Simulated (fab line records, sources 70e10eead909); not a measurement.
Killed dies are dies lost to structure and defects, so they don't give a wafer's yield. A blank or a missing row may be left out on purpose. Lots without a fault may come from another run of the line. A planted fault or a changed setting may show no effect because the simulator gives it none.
fab line records | flow nand_harc
record lots=5 wafers=15 last_day=24
route steps=1159 shown P_M1@290 P_M2@318
lots that met no fault: from a run of the same line without faults
start_h: hours from the record's first day to the start of the lot's first wafer shown | wait_h: hours since the lot's step before | " the same as in the row above | L1.1+2: a row that stands for several wafers | - no value, or no start given | * or withheld: withheld | < > ~ a bound
route shown NAME@n: a module of which the file shows steps, and the number in the route of the first | usual: mean/standard deviation of fault-free wafers | same: alike in all rows | chamber/n: place in a boat | sites: the reading at each site | _std_site: their standard deviation | _edge_site: outer sites' mean less inner sites' | radius_mm: how far each site lies from the wafer's centre | mask NAME#n: copy n | behind: the tool/chamber that last shaped the wafer | hold: why the lot was held/for how many hours/how that ended | device: the transistor (n, p or np) that didn't switch | end of line: the same wafers' tests at the end of the route | a step without rows: its recipe alone | killed: dies lost to structure and defects at the first sort, not the wafer's yield | map: a wafer's dies, x killed, . not, _ none there
set.NAME: the setting as run; set.NAME@STEP: as run at that earlier step | model.NAME: the simulator's own value behind a step, which no gauge read
lots at some steps of the route; a table a step, a row a wafer
services: from which hour (start_h, from the record's first day; less than 0 if before it) a tool's chamber was out of use, for how many hours, and why
## steps
# step NHARC_P_M1_SOFTBAKE_04
# recipe temp_c=105 time_s=55
# columns lot.wafer tool chamber start_h wait_h
L076.3+4+5 litho_track-06 0 - -
L084.3+4+5 litho_track-04 0 - -
L087.1+4+6 litho_track-04 0 - -
L086.1+2+4 litho_track-04 0 - -
L093.1+2+4 litho_track-04 0 - -
# step NHARC_P_M1_EBR_05
# columns lot.wafer tool chamber start_h wait_h
L076.3+4+5 litho_track-06 0 - -
L084.3+4+5 litho_track-04 0 - -
L087.1+4+6 litho_track-04 0 - -
L086.1+2+4 litho_track-04 0 - -
L093.1+2+4 litho_track-04 0 - -
# step NHARC_P_M1_EXPOSE_06
# recipe na=1.35 target_cd_nm=130 dose_mj=81.88 mask_id=P_M1
# columns lot.wafer tool chamber start_h wait_h mask
L076.3+4+5 arfi_scanner-01 0 131.94 - P_M1#0
L084.3+4+5 arfi_scanner-01 0 180.34 - P_M1#0
L087.1+4+6 arfi_scanner-01 0 201.78 - P_M1#0
L086.1+2+4 arfi_scanner-02 0 215.84 - P_M1#0
L093.1+2+4 arfi_scanner-02 0 234.56 - P_M1#0
# step NHARC_P_M1_PEB_07
# recipe peb_temp_c=100 peb_time_s=65
# columns lot.wafer tool chamber start_h wait_h
L076.3+4+5 litho_track-04 0 131.99 0.0
L084.3+4+5 litho_track-06 0 180.40 0.1
L087.1+4+6 litho_track-01 0 201.84 0.1
L086.1+2+4 litho_track-04 0 215.90 0.1
L093.1+2+4 litho_track-06 0 234.62 0.1
# step NHARC_P_M1_DEVELOP_08
# recipe develop_time_s=35 dev_temp_c=23
# columns lot.wafer tool chamber start_h wait_h
L076.3+4+5 litho_track-04 0 - -
L084.3+4+5 litho_track-06 0 - -
L087.1+4+6 litho_track-01 0 - -
L086.1+2+4 litho_track-04 0 - -
L093.1+2+4 litho_track-06 0 - -
# step NHARC_P_M1_CD_MEAS_09
# recipe target_cd_nm=130 landing_energy_ev=500
# usual cd_nm=129.9/0.49
# same landing_energy_ev=500
# columns lot.wafer tool chamber start_h wait_h cd_nm
L076.3 cd_sem-01 0 132.07 - 129.6
L076.4 " 0 " " 129.7
L076.5 " 0 " " 130.0
L084.3 cd_sem-02 0 180.48 - 130.3
L084.4 " 0 " " 130.4
L084.5 " 0 " " 130.1
L087.1 cd_sem-03 0 201.92 - 130.3
L087.4 " 0 " " 129.8
L087.6 " 0 " " 130.1
L086.1 cd_sem-03 0 215.99 - 128.6
L086.2 " 0 " " 128.9
L086.4 " 0 " " 129.7
L093.1 cd_sem-01 0 234.70 - 129.3
L093.2 " 0 " " 129.0
L093.4 " 0 " " 130.1
# step NHARC_P_M1_OVL_MEAS_10
# recipe pitch_nm=260
# usual overlay_x_nm=0.0/0.96 overlay_y_nm=0.1/0.81
# columns lot.wafer tool chamber start_h wait_h overlay_x_nm overlay_y_nm
L076.3 overlay-02 - 132.16 - -1.5 0.5
L076.4 " - " " -1.0 0.7
L076.5 " - " " -1.5 -0.3
L084.3 overlay-02 - 180.57 - 0.7 -0.7
L084.4 " - " " 0.3 -0.2
L084.5 " - " " 0.2 -0.8
L087.1 overlay-02 - 202.01 - -0.2 -0.1
L087.4 " - " " -0.5 0.1
L087.6 " - " " -0.3 -0.1
L086.1 overlay-01 - 216.08 - 0.2 -0.6
L086.2 " - " " 0.4 -1.2
L086.4 " - " " 0.8 -1.2
L093.1 overlay-02 - 234.79 - -1.9 -0.7
L093.2 " - " " -1.5 -1.0
L093.4 " - " " -2.0 -0.8
# step NHARC_P_M1_INSPECT_11
# usual raw_defect_count=4.2/2.8
# columns lot.wafer tool chamber start_h wait_h raw_defect_count
L076.3 defect_inspect-01 - 132.19 0.0 3
L076.4 " - " " 4
L076.5 " - " " 6
L084.3 defect_inspect-02 - 180.60 0.0 8
L084.4 " - " " 4
L084.5 " - " " 3
L087.1 defect_inspect-02 - 202.05 0.0 5
L087.4 " - " " 2
L087.6 " - " " 2
L086.1 defect_inspect-02 - 216.11 0.0 3
L086.2 " - " " 2
L086.4 " - " " 2
L093.1 defect_inspect-02 - 234.84 0.0 5
L093.2 " - " " 3
L093.4 " - " " 2
# step NHARC_P_M1_DESCUM_14
# recipe time_s=3 o2_flow_sccm=200 ar_flow_sccm=0 bias_power_w=0 chemistry=O2
# usual drypump_motor_current_A=5.9/0.43 oes_product_au=0.997/0.0079 rf_vpp_V=57.9/0.81 showerhead_plenum_p_Torr=1.93/0.063 throttle_valve_pct=11.312/0.0096
# columns lot.wafer tool chamber start_h wait_h drypump_motor_current_A oes_product_au rf_hours_counter_h rf_vpp_V showerhead_plenum_p_Torr throttle_valve_pct
L076.3 rie_diel-03 1 132.26 0.1 6.2 1.008 6 57.4 1.92 11.310
L076.4 " 2 " " 5.3 0.999 5 57.6 1.93 11.305
L076.5 " 1 " " 6.2 0.993 - 58.7 1.92 11.330
L084.3 rie_diel-03 2 180.66 0.1 5.2 1.001 8 57.6 1.93 11.300
L084.4 " 1 " " 6.2 1.000 9 57.1 1.92 11.309
L084.5 " 3 " " 6.4 0.986 - 57.9 1.99 11.312
L087.1 rie_diel-03 3 202.14 0.1 6.3 0.996 9 57.2 1.99 11.317
L087.4 " 0 " " 6.2 0.990 10 57.5 1.98 11.308
L087.6 " 2 " " 5.3 0.989 - 57.2 1.93 11.307
L086.4 rie_diel-10 1 216.19 0.1 5.6 0.995 1 57.6 1.87 11.292
L086.2 " 2 " " 5.4 1.002 1 58.9 1.85 11.299
L086.1 " 3 " " 5.9 0.995 1 57.5 1.81 11.310
L093.2 rie_diel-10 1 234.90 0.1 5.6 0.998 1 56.5 1.87 11.322
L093.4 " 3 " " 5.9 0.999 1 57.7 1.81 11.317
L093.1 " 0 " " 5.4 0.998 1 57.6 1.91 11.319
# step NHARC_P_M1_ETCH_35
# recipe target_depth_a=400 overetch_a=120 time_s=43.94 ion_energy_ev=200 n2_flow_sccm=150 h2_flow_sccm=150 ar_flow_sccm=0 rf_w=400 bias_w=150 chemistry=N2/H2
# usual drypump_motor_current_A=5.9/0.43 n2_flow_sccm=150.0/0.44 oes_product_au=0.999/0.0079 rf_vpp_V=431.1/2.1 showerhead_plenum_p_Torr=2.06/0.07 throttle_valve_pct=14.172/0.0093
# columns lot.wafer tool chamber start_h wait_h drypump_motor_current_A n2_flow_sccm oes_product_au rf_hours_counter_h rf_vpp_V showerhead_plenum_p_Torr throttle_valve_pct
L076.3 rie_diel-03 2 132.34 0.1 5.2 150.2 1.007 5 430.2 2.06 14.173
L076.4 " 3 " " 6.3 149.8 1.005 5 432.0 2.12 14.181
L076.5 " 3 " " 6.3 150.4 0.997 - 431.2 2.12 14.183
L084.3 rie_diel-03 0 180.75 0.1 6.2 150.3 1.019 9 431.4 2.11 14.175
L084.4 " 1 " " 6.2 150.5 1.011 9 429.7 2.05 14.166
L084.5 " 0 " " 6.2 151.1 0.999 - 432.1 2.11 14.160
L087.1 rie_diel-03 2 202.21 0.1 5.3 149.5 0.993 9 430.7 2.06 14.154
L087.4 " 3 " " 6.4 149.4 0.993 9 432.6 2.12 14.170
L087.6 " 2 " " 5.3 150.6 0.998 - 431.1 2.06 14.177
L086.4 rie_diel-10 2 216.27 0.1 5.4 150.3 0.986 1 428.7 1.97 14.161
L086.2 " 3 " " 5.9 149.7 0.997 1 426.1 1.93 14.181
L086.1 " 0 " " 5.4 149.9 0.994 1 431.4 2.04 14.167
L093.2 rie_diel-10 3 234.98 0.1 5.9 150.6 0.984 1 426.8 1.93 14.166
L093.1 " 0 " " 5.5 150.3 0.985 1 429.4 2.04 14.170
L093.4 " 2 " " 5.4 149.4 0.995 1 428.4 1.97 14.174
# step NHARC_P_M1_ETCH_15
# recipe target_depth_a=1825 time_s=91.2 c4f8_flow_sccm=withheld ar_flow_sccm=400 rf_w=600 bias_w=300 chemistry=C4F8/Ar
# usual oes_product_au=0.957/0.018 rf_vpp_V=441.4/2.1
# columns lot.wafer tool chamber start_h wait_h oes_product_au rf_hours_counter_h rf_vpp_V
L076.4 rie_diel-03 1 - - 0.964 6 439.9
L076.3 " 2 " " 0.975 5 442.5
L076.5 " 0 " " 0.972 - 443.4
L084.4 rie_diel-03 1 - - 0.972 9 442.2
L084.3 " 2 " " 0.956 8 440.8
L084.5 " 0 " " 0.977 - 443.4
L087.4 rie_diel-03 2 - - 0.955 9 440.7
L087.1 " 3 " " 0.966 9 443.7
L087.6 " 2 " " 0.955 - 442.3
L086.1 rie_diel-10 3 - - 0.956 1 437.8
L086.2 " 1 " " 0.937 1 439.2
L086.4 " 2 " " 0.944 1 439.2
L093.4 rie_diel-10 1 - - 0.910 1 439.9
L093.1 " 3 " " 0.920 1 437.3
L093.2 " 0 " " 0.925 1 441.5
# step NHARC_P_M1_CD_MEAS_16
# usual cd_nm=129.9/0.6
# columns lot.wafer tool chamber start_h wait_h cd_nm
L076.3 cd_sem-01 - 132.57 - 130.1
L076.4 " - " " 130.5
L076.5 " - " " 130.0
L084.3 cd_sem-03 - 180.97 - 130.0
L084.4 " - " " 130.6
L084.5 " - " " 129.7
L087.1 cd_sem-02 - 202.43 - 130.0
L087.4 " - " " 129.4
L087.6 " - " " 130.0
L086.1 cd_sem-03 - 216.50 - 128.6
L086.2 " - " " 128.5
L086.4 " - " " 128.9
L093.1 cd_sem-02 - 235.20 - 129.5
L093.2 " - " " 129.1
L093.4 " - " " 129.7
# step NHARC_P_M1_STRIP_18
# recipe power_w=1000 n2_flow_sccm=150 h2_flow_sccm=150 ar_flow_sccm=0 bias_w=0 chemistry=N2/H2
# usual drypump_motor_current_A=5.9/0.43 n2_flow_sccm=150.0/0.46 oes_product_au=0.996/0.0068 rf_vpp_V=90.8/0.88 showerhead_plenum_p_Torr=2.05/0.083 throttle_valve_pct=14.171/0.0083
# columns lot.wafer tool chamber start_h wait_h drypump_motor_current_A n2_flow_sccm oes_product_au rf_hours_counter_h rf_vpp_V showerhead_plenum_p_Torr throttle_valve_pct
L076.4 rie_diel-10 2 132.64 0.1 5.4 148.8 0.996 3.3 91.2 1.97 14.166
L076.3 " 3 " " 5.9 150.0 0.994 3.3 90.7 1.93 14.176
L076.5 " 3 " " 5.9 150.2 1.001 - 90.0 1.93 14.158
L084.3 rie_diel-03 2 181.05 0.1 5.3 150.3 0.997 8.1 91.7 2.06 14.180
L084.4 " 3 " " 6.4 150.2 0.993 7.9 90.8 2.12 14.171
L084.5 " 3 " " 6.3 149.8 0.990 - 91.8 2.12 14.162
L087.1 rie_diel-10 2 202.51 0.1 5.4 150.3 0.995 0.3 90.8 1.97 14.162
L087.4 " 1 " " 5.6 149.3 0.986 0.2 90.5 1.99 14.166
L087.6 " 3 " " 5.9 149.9 0.998 - 89.9 1.93 14.176
L086.1 rie_diel-08 1 216.60 0.1 6.6 149.6 0.997 5.6 91.6 2.14 14.171
L086.4 " 2 " " 5.6 150.4 1.002 6.6 92.1 2.13 14.176
L086.2 " 3 " " 5.9 149.8 1.008 5.5 90.8 2.20 14.169
L093.1 rie_diel-03 3 235.28 0.1 6.3 150.1 1.000 0.6 91.5 2.12 14.174
L093.2 " 0 " " 6.2 150.5 1.001 0.6 91.7 2.11 14.156
L093.4 " 2 " " 5.2 150.1 1.005 0.6 91.3 2.05 14.179
# step NHARC_P_M1_ETCH_28
# recipe target_depth_a=300 over_etch_frac=0.3 time_s=72.99 ion_energy_ev=150 cf4_flow_sccm=50 n2_flow_sccm=100 ar_flow_sccm=150 rf_w=300 bias_w=100 chemistry=CF4/N2
# usual drypump_motor_current_A=5.9/0.43 n2_flow_sccm=100.0/0.33 oes_product_au=0.996/0.0079 rf_vpp_V=314.5/1.9 showerhead_plenum_p_Torr=2.64/0.099 throttle_valve_pct=19.794/0.0095
# same over_etch_frac=0.3
# columns lot.wafer tool chamber start_h wait_h drypump_motor_current_A n2_flow_sccm oes_product_au rf_hours_counter_h rf_vpp_V showerhead_plenum_p_Torr throttle_valve_pct
L076.4 rie_diel-10 2 - - 5.4 100.6 0.998 3.4 313.8 2.55 19.797
L076.3 " 1 " " 5.6 100.2 0.994 3.1 313.1 2.57 19.802
L076.5 " 2 " " 5.4 100.6 1.000 - 313.5 2.55 19.807
L084.3 rie_diel-03 1 - - 6.2 100.4 0.997 8.9 314.8 2.63 19.798
L084.4 " 0 " " 6.2 99.6 0.994 9.3 315.1 2.71 19.812
L084.5 " 1 " " 6.2 100.0 0.990 - 315.3 2.63 19.779
L087.1 rie_diel-10 0 - - 5.4 99.8 1.003 0.3 314.4 2.63 19.794
L087.4 " 1 " " 5.6 100.4 0.995 0.3 312.0 2.57 19.788
L087.6 " 0 " " 5.4 99.5 0.996 - 315.2 2.63 19.788
L086.4 rie_diel-08 1 - - 6.7 99.8 0.996 5.6 317.4 2.75 19.798
L086.1 " 2 " " 5.6 100.0 0.993 6.6 316.1 2.73 19.810
L086.2 " 0 " " 6.3 100.1 0.987 6.6 313.1 2.58 19.790
L093.2 rie_diel-03 1 - - 6.2 100.0 0.998 0.6 314.3 2.63 19.780
L093.1 " 3 " " 6.3 100.0 0.991 0.7 316.0 2.72 19.800
L093.4 " 0 " " 6.2 100.5 0.991 0.7 315.6 2.71 19.796
# step NHARC_P_M1_STRIP_19
# recipe time_s=600 temp_c=30 chemistry=post_etch_residue_remover
# columns lot.wafer tool chamber start_h wait_h
L076.4+3+5 wet_bench-08 1,5,6 133.03 -
L084.4+3+5 wet_bench-08 2,3,5 181.43 -
L087.4+1+6 wet_bench-08 0,1,3 202.87 -
L086.4+1+2 wet_bench-10 2,3,4 216.95 -
L093.2+4+1 wet_bench-10 3,4,6 235.65 -
# step NHARC_P_M1_DEGAS_29
# recipe temp_c=250 time_s=60
# usual heater_power_w=351/35
# columns lot.wafer tool chamber start_h wait_h heater_power_w
L076.3 pvd_sputter-03 - 133.29 - 356
L076.4 " - " " 314
L076.5 " - " " 314
L084.3 pvd_sputter-03 - 181.70 - 309
L084.4 " - " " 314
L084.5 " - " " 325
L087.4 pvd_sputter-01 - 203.14 - 369
L087.1 " - " " 413
L087.6 " - " " 406
L086.2 pvd_sputter-01 - 217.21 - 403
L086.1 " - " " 355
L086.4 " - " " 357
L093.2 pvd_sputter-03 - 235.92 - 353
L093.1 " - " " 326
L093.4 " - " " 316
# step NHARC_P_M1_PRE_CLEAN_30
# recipe time_s=30 temp_c=280 gas=H2/He
# usual heater_power_w=426/40
# columns lot.wafer tool chamber start_h wait_h heater_power_w
L076.4 pvd_sputter-03 - - - 432
L076.3 " - " " 394
L076.5 " - " " 383
L084.4 pvd_sputter-03 - - - 373
L084.3 " - " " 404
L084.5 " - " " 399
L087.1 pvd_sputter-01 - - - 421
L087.4 " - " " 484
L087.6 " - " " 427
L086.1 pvd_sputter-01 - - - 444
L086.4 " - " " 496
L086.2 " - " " 423
L093.2 pvd_sputter-03 - - - 437
L093.1 " - " " 377
L093.4 " - " " 393
# step NHARC_P_M1_PVD_20
# recipe target_thk_a=50 bias_v=168.6 power_w=15000 chamber_pressure_pa=0.12 time_s=8.06 substrate_temp_c=50 material=TaN
# usual throttle_valve_pct=30.3/1.1
# columns lot.wafer tool chamber start_h wait_h throttle_valve_pct
L076.3 pvd_sputter-03 - - - 28.3
L076.4 " - " " 29.7
L076.5 " - " " 30.9
L084.4 pvd_sputter-03 - - - 28.8
L084.3 " - " " 29.6
L084.5 " - " " 30.0
L087.4 pvd_sputter-01 - - - 31.8
L087.1 " - " " 32.1
L087.6 " - " " 31.6
L086.2 pvd_sputter-01 - - - 28.8
L086.4 " - " " 31.8
L086.1 " - " " 31.7
L093.2 pvd_sputter-03 - - - 29.6
L093.4 " - " " 27.9
L093.1 " - " " 29.0
# step NHARC_P_M1_PVD_21
# recipe target_thk_a=300 chamber_pressure_pa=5 power_w=5000 substrate_temp_c=30 time_s=20.49 material=Cu
# usual throttle_valve_pct=30.4/1.1
# columns lot.wafer tool chamber start_h wait_h throttle_valve_pct
L076.3 pvd_sputter-03 - - - 29.6
L076.4 " - " " 30.8
L076.5 " - " " 31.0
L084.3 pvd_sputter-03 - - - 29.0
L084.4 " - " " 29.7
L084.5 " - " " 28.4
L087.4 pvd_sputter-01 - - - 28.8
L087.1 " - " " 31.4
L087.6 " - " " 29.3
L086.4 pvd_sputter-01 - - - 31.7
L086.1 " - " " 31.7
L086.2 " - " " 29.1
L093.1 pvd_sputter-03 - - - 30.8
L093.4 " - " " 28.0
L093.2 " - " " 29.2
# step NHARC_P_M1_ECD_22
# recipe target_thk_a=4000 bath_temp_c=25 material=Cu
# columns lot.wafer tool chamber start_h wait_h
L076.3+4+5 ecd_cu-02 0,1,0 133.75 -
L084.4+3+5 ecd_cu-01 0,1,0 182.24 -
L087.1+4+6 ecd_cu-02 0,1,1 203.50 -
L086.1+2+4 ecd_cu-02 1,0,1 217.57 -
L093.1+2+4 ecd_cu-01 1,0,1 236.28 -
# step NHARC_P_M1_ANNEAL_31
# recipe temp_c=225 time_s=90
# usual wafer_temp_C_max=225.83/0.23
# columns lot.wafer tool chamber start_h wait_h wafer_temp_C_max
L076.3 rtp_anneal-01 0 134.16 - 226.18
L076.4 " 0 " " 225.81
L076.5 " 0 " " 225.94
L084.3 rtp_anneal-01 0 182.71 0.4 225.72
L084.4 " 0 " " 225.75
L084.5 " 0 " " 226.02
L087.1 rtp_anneal-02 0 203.88 - 225.66
L087.4 " 0 " " 225.50
L087.6 " 0 " " 225.87
L086.1 rtp_anneal-02 0 217.98 - 225.96
L086.2 " 0 " " 226.07
L086.4 " 0 " " 225.87
L093.1 rtp_anneal-01 0 236.68 - 225.76
L093.2 " 0 " " 225.69
L093.4 " 0 " " 226.11
# step NHARC_P_M1_CMP_23
# recipe t_overpolish_s=20 target_thk_nm=157.82
# usual edge_zone_pressure_frac=1.001/0.0047 motor_current_A=12.1/0.86 time_to_endpoint_s=28.2/2.3
# columns lot.wafer tool chamber start_h wait_h edge_zone_pressure_frac motor_current_A time_to_endpoint_s
L076.4 cmp-04 0 134.43 - 0.998 12.6 29.2
L076.3 " 1 " " 1.005 13.8 27.8
L076.5 " 0 " " 1.001 12.2 30.0
L084.4 cmp-02 3 182.95 - 1.001 12.0 23.8
L084.3 " 0 " " 1.002 13.7 24.9
L084.5 " 3 " " 0.993 11.3 21.7
L087.1 cmp-02 3 204.22 - 0.999 11.7 26.4
L087.4 " 0 " " 1.000 13.3 28.7
L087.6 " 3 " " 0.998 10.8 27.3
L086.2 cmp-04 2 218.32 - 1.002 11.1 26.8
L086.4 " 3 " " 1.001 12.5 27.1
L086.1 " 1 " " 1.000 12.8 29.4
L093.1 cmp-01 2 237.03 - 0.999 12.6 30.8
L093.4 " 0 " " 0.993 11.4 30.9
L093.2 " 1 " " 1.005 11.9 32.0
# step NHARC_P_M1_THK_MEAS_24
# recipe thk_meas_gauge=xrf
# usual thk_nm=157.6/1.6
# columns lot.wafer tool chamber start_h wait_h thk_nm
L076.3 film_metro-01 - 134.72 - 156.2
L076.4 " - " " 156.5
L076.5 " - " " 155.7
L084.3 film_metro-01 - 183.27 - 159.2
L084.4 " - " " 158.1
L084.5 " - " " 158.7
L087.1 film_metro-02 - 204.54 - 156.0
L087.4 " - " " 157.4
L087.6 " - " " 155.6
L086.1 film_metro-02 - 218.64 - 157.5
L086.2 " - " " 159.0
L086.4 " - " " 158.7
L093.1 film_metro-02 - 237.34 - 157.5
L093.2 " - " " 156.8
L093.4 " - " " 159.2
# step NHARC_P_M1_SRD_25
# columns lot.wafer tool chamber start_h wait_h
L076.3+5+4 wet_bench-08 1,3,5 134.76 0.0
L084.4+5+3 wet_bench-10 2,4,5 183.31 0.0
L087.4+1+6 wet_bench-08 6,1,2 204.58 0.0
L086.4+1+2 wet_bench-08 6,7,1 218.69 0.0
L093.2+1+4 wet_bench-10 1,2,3 237.38 0.0
# step NHARC_P_M1_INSPECT_27
# usual raw_defect_count=307/120
# columns lot.wafer tool chamber start_h wait_h raw_defect_count
L076.3 defect_inspect-02 - 134.87 0.0 291
L076.4 " - " " 398
L076.5 " - " " 261
L084.3 defect_inspect-01 - 183.44 0.1 418
L084.4 " - " " 360
L084.5 " - " " 275
L087.1 defect_inspect-02 - 204.69 0.0 554
L087.4 " - " " 359
L087.6 " - " " 557
L086.1 defect_inspect-02 - 218.80 0.0 321
L086.2 " - " " 354
L086.4 " - " " 233
L093.1 defect_inspect-02 - 237.49 0.0 173
L093.2 " - " " 174
L093.4 " - " " 194
# step NHARC_P_M1_PRE_CLEAN_32
# recipe time_s=12 temp_c=370 rf_power_w=300 gas=NH3
# usual heater_power_w=662/78
# columns lot.wafer tool chamber start_h wait_h heater_power_w
L076.3 pecvd-02 0 134.97 0.1 765
L076.4 " 1 " " 787
L076.5 " 0 " " 763
L084.3 pecvd-04 2 183.52 0.1 666
L084.5 " 1 " " 584
L084.4 " 0 " " 577
L087.1 pecvd-02 1 204.77 0.1 742
L087.6 " 0 " " 667
L087.4 " 2 " " 562
L086.2 pecvd-02 2 218.87 0.1 630
L086.1 " 0 " " 703
L086.4 " 0 " " 687
L093.1 pecvd-03 2 237.56 0.1 562
L093.2 " 1 " " 694
L093.4 " 1 " " 703
# step NHARC_P_M1_DEP_33
# recipe target_thk_a=300 temp_c=370 target_thk_nm=30 pressure_torr=3 flow_sccm=200 rf_w=450 material=SiCN
# usual heater_power_w=610/75
# columns lot.wafer tool chamber start_h wait_h heater_power_w
L076.3 pecvd-02 0 135.11 0.1 652
L076.4 " 1 " " 676
L076.5 " 0 " " 662
L084.3 pecvd-04 2 183.64 0.1 699
L084.5 " 1 " " 639
L084.4 " 0 " " 430
L087.1 pecvd-02 1 204.88 0.1 619
L087.6 " 0 " " 632
L087.4 " 2 " " 529
L086.2 pecvd-02 2 218.95 0.1 528
L086.1 " 0 " " 644
L086.4 " 0 " " 628
L093.1 pecvd-03 2 237.64 0.1 473
L093.2 " 1 " " 741
L093.4 " 1 " " 725
# step NHARC_P_M2_DEP_00
# recipe target_thk_a=1825 target_thk_nm=182.5 temp_c=withheld pressure_torr=5 flow_sccm=200 rf_w=600 material=SiOC
# columns lot.wafer tool chamber start_h wait_h
L076.3+4+5 pecvd-03 2,2,0 135.43 -
L084.3+5+4 pecvd-03 0,2,0 184.05 -
L087.1+6+4 pecvd-03 1,0,1 205.30 -
L086.2+1+4 pecvd-04 0,2,0 219.36 -
L093.2+1+4 pecvd-02 2,0,1 238.05 -
# step NHARC_P_M2_DEHYDRATE_01
# recipe temp_c=150 time_s=120
# columns lot.wafer tool chamber start_h wait_h
L076.3+4+5 litho_track-04 0 135.85 -
L084.3+4+5 litho_track-01 0 184.42 -
L087.1+4+6 litho_track-01 0 205.66 -
L086.1+2+4 litho_track-01 0 219.76 -
L093.1+2+4 litho_track-01 0 238.46 -
# step NHARC_P_M2_HMDS_02
# recipe time_s=30
# columns lot.wafer tool chamber start_h wait_h
L076.3+4+5 litho_track-04 0 - -
L084.3+4+5 litho_track-01 0 - -
L087.1+4+6 litho_track-01 0 - -
L086.1+2+4 litho_track-01 0 - -
L093.1+2+4 litho_track-01 0 - -
# step NHARC_P_M2_COAT_34
# recipe temp_c=200 time_s=65
# columns lot.wafer tool chamber start_h wait_h
L076.3+4+5 litho_track-04 0 - -
L084.3+4+5 litho_track-01 0 - -
L087.1+4+6 litho_track-01 0 - -
L086.1+2+4 litho_track-01 0 - -
L093.1+2+4 litho_track-01 0 - -
# step NHARC_P_M2_COAT_03
# recipe spin_rpm=1500 resist_thk_nm=90
# columns lot.wafer tool chamber start_h wait_h
L076.3+4+5 litho_track-04 0 - -
L084.3+4+5 litho_track-01 0 - -
L087.1+4+6 litho_track-01 0 - -
L086.1+2+4 litho_track-01 0 - -
L093.1+2+4 litho_track-01 0 - -
# step NHARC_P_M2_SOFTBAKE_04
# recipe temp_c=105 time_s=55
# columns lot.wafer tool chamber start_h wait_h
L076.3+4+5 litho_track-04 0 - -
L084.3+4+5 litho_track-01 0 - -
L087.1+4+6 litho_track-01 0 - -
L086.1+2+4 litho_track-01 0 - -
L093.1+2+4 litho_track-01 0 - -
# step NHARC_P_M2_EBR_05
# columns lot.wafer tool chamber start_h wait_h
L076.3+4+5 litho_track-04 0 - -
L084.3+4+5 litho_track-01 0 - -
L087.1+4+6 litho_track-01 0 - -
L086.1+2+4 litho_track-01 0 - -
L093.1+2+4 litho_track-01 0 - -
# step NHARC_P_M2_EXPOSE_06
# recipe na=1.35 target_cd_nm=170 dose_mj=80.78 mask_id=P_M2
# columns lot.wafer tool chamber start_h wait_h mask
L076.3+4+5 arfi_scanner-03 0 136.14 - P_M2#0
L084.3+4+5 arfi_scanner-03 0 184.71 - P_M2#0
L087.1+4+6 arfi_scanner-02 0 205.95 - P_M2#0
L086.1+2+4 arfi_scanner-01 0 220.05 - P_M2#0
L093.1+2+4 arfi_scanner-02 0 238.75 - P_M2#0
# step NHARC_P_M2_PEB_07
# recipe peb_temp_c=100 peb_time_s=65
# columns lot.wafer tool chamber start_h wait_h
L076.3+4+5 litho_track-01 0 136.20 0.0
L084.3+4+5 litho_track-04 0 184.77 0.0
L087.1+4+6 litho_track-04 0 206.01 0.1
L086.1+2+4 litho_track-04 0 220.11 0.1
L093.1+2+4 litho_track-01 0 238.81 0.1
# step NHARC_P_M2_DEVELOP_08
# recipe develop_time_s=35 dev_temp_c=23
# columns lot.wafer tool chamber start_h wait_h
L076.3+4+5 litho_track-01 0 - -
L084.3+4+5 litho_track-04 0 - -
L087.1+4+6 litho_track-04 0 - -
L086.1+2+4 litho_track-04 0 - -
L093.1+2+4 litho_track-01 0 - -
# step NHARC_P_M2_CD_MEAS_09
# recipe target_cd_nm=170 landing_energy_ev=500
# usual cd_nm=170.2/0.48
# same landing_energy_ev=500
# columns lot.wafer tool chamber start_h wait_h cd_nm
L076.3 cd_sem-01 0 136.28 - 170.0
L076.4 " 0 " " 169.7
L076.5 " 0 " " 169.5
L084.3 cd_sem-01 0 184.85 - 170.3
L084.4 " 0 " " 170.2
L084.5 " 0 " " 170.1
L087.1 cd_sem-02 0 206.09 - 170.1
L087.4 " 0 " " 169.4
L087.6 " 0 " " 169.7
L086.1 cd_sem-03 0 220.19 - 170.6
L086.2 " 0 " " 170.9
L086.4 " 0 " " 170.6
L093.1 cd_sem-03 0 238.89 - 169.9
L093.2 " 0 " " 170.1
L093.4 " 0 " " 170.0
# step NHARC_P_M2_OVL_MEAS_10
# recipe pitch_nm=340
# usual overlay_x_nm=-0.2/0.81 overlay_y_nm=-0.1/0.74
# columns lot.wafer tool chamber start_h wait_h overlay_x_nm overlay_y_nm
L076.3 overlay-02 - 136.36 - -0.3 -1.9
L076.4 " - " " -0.9 -1.4
L076.5 " - " " 0.2 -1.4
L084.3 overlay-01 - 184.93 - 0.3 -0.2
L084.4 " - " " -0.1 -0.2
L084.5 " - " " 0.2 -0.4
L087.1 overlay-01 - 206.18 - 0.4 0.5
L087.4 " - " " -0.1 0.8
L087.6 " - " " 0.6 0.5
L086.1 overlay-01 - 220.28 - -1.2 -0.6
L086.2 " - " " -2.2 -0.6
L086.4 " - " " -2.2 -1.0
L093.1 overlay-01 - 238.98 - 0.4 -0.4
L093.2 " - " " 0.5 -0.3
L093.4 " - " " 0.1 -0.8
# step NHARC_P_M2_INSPECT_11
# usual raw_defect_count=4/3.1
# columns lot.wafer tool chamber start_h wait_h raw_defect_count
L076.3 defect_inspect-01 - 136.40 0.0 2
L076.4 " - " " 3
L076.5 " - " " 1
L084.3 defect_inspect-02 - 184.97 0.0 6
L084.4 " - " " 5
L084.5 " - " " 1
L087.1 defect_inspect-01 - 206.22 0.0 5
L087.4 " - " " 1
L087.6 " - " " 0
L086.1 defect_inspect-02 - 220.32 0.0 4
L086.2 " - " " 3
L086.4 " - " " 2
L093.1 defect_inspect-02 - 239.01 0.0 4
L093.2 " - " " 1
L093.4 " - " " 1
## services
# columns tool chamber start_h hours kind
pecvd-03 - 111.22 13.0 pm
litho_track-06 - 117.00 7.0 pm
cmp-04 - 117.43 1.5 repair
arfi_scanner-01 - 122.10 0.7 repair
rie_diel-08 - 124.80 9.0 pm
cmp-02 - 128.50 4.0 pm
pecvd-04 1 128.65 9.8 repair
rie_diel-08 1 134.37 3.4 repair
arfi_scanner-03 - 140.00 4.0 pm
litho_track-04 - 141.00 7.0 pm
arfi_scanner-02 - 150.86 3.0 repair
rie_diel-10 - 151.66 0.2 repair
pecvd-02 - 153.24 13.0 pm
pvd_sputter-01 - 171.17 10.0 pm
pecvd-04 - 172.91 1.1 repair
rie_diel-10 - 176.50 9.0 pm
ecd_cu-02 - 180.00 8.0 pm
wet_bench-08 - 181.53 0.5 repair
pvd_sputter-03 - 185.58 1.2 repair
pecvd-04 - 195.00 13.0 pm
arfi_scanner-01 - 196.00 4.0 pm
pvd_sputter-03 - 204.83 6.3 repair
rie_diel-03 - 215.42 9.0 pm
wet_bench-08 - 230.41 8.0 pm
## key
fault none
